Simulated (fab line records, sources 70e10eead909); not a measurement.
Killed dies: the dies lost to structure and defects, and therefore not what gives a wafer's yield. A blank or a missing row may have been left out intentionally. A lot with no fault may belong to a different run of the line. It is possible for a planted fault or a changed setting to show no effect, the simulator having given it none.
Matching of chambers -- flow nandHarc -- 4 sister chambers for NHARC_A_CHANNEL_FILL_D1_ALD_25 on aldHk-04
The step deposits SiOx, target thk 60 nm, pulse time 10 s, ald cycles 600. 8 wafers are shown with their chamber, then 7 later ones without.

WAFERS WITH THEIR CHAMBER
wafer,chamber,heaterPowerW (W),heaterPowerOuterW (W)
L079.6,0,526,296
L080.2,2,437,259
L080.5,2,421,262
L080.6,1,415,250
L090.5,3,448,234
L090.6,0,536,291
L092.2,1,421,252
L092.3,3,441,232

WAFERS WITH NO CHAMBER GIVEN
wafer,heaterPowerW (W),heaterPowerOuterW (W)
L092.6,523,299
L094.1,517,296
L094.3,410,263
L094.4,426,258
L095.2,432,259
L095.4,404,255
L095.5,419,256

WHICH CHAMBER EACH ONE RAN IN
wafer,from the rows above,in truth
L092.6,0,0
L094.1,0,0
L094.3,2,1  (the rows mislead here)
L094.4,2,2
L095.2,2,2
L095.4,can't be placed: 1 or 2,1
L095.5,can't be placed: 1 or 2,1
Correctly placed: 4 of 7. Unplaceable from these rows: 2, with the true chamber sitting among the candidates in 2. Wrongly placed: 1.
How it was worked out, from the rows above alone: a wafer's distance from a chamber is the root of the sum, over the readings, of the square of ((its reading less the chamber's mean) divided by the reading's scatter). The wafer belongs to the nearest chamber; if the next one is less than 2 further off, it can't be placed. A chamber's mean is the mean of its shown wafers. The scatter: take each reading less its chamber's mean, square it, sum over the shown wafers, divide by the number of wafers less the number of chambers, and take the root.
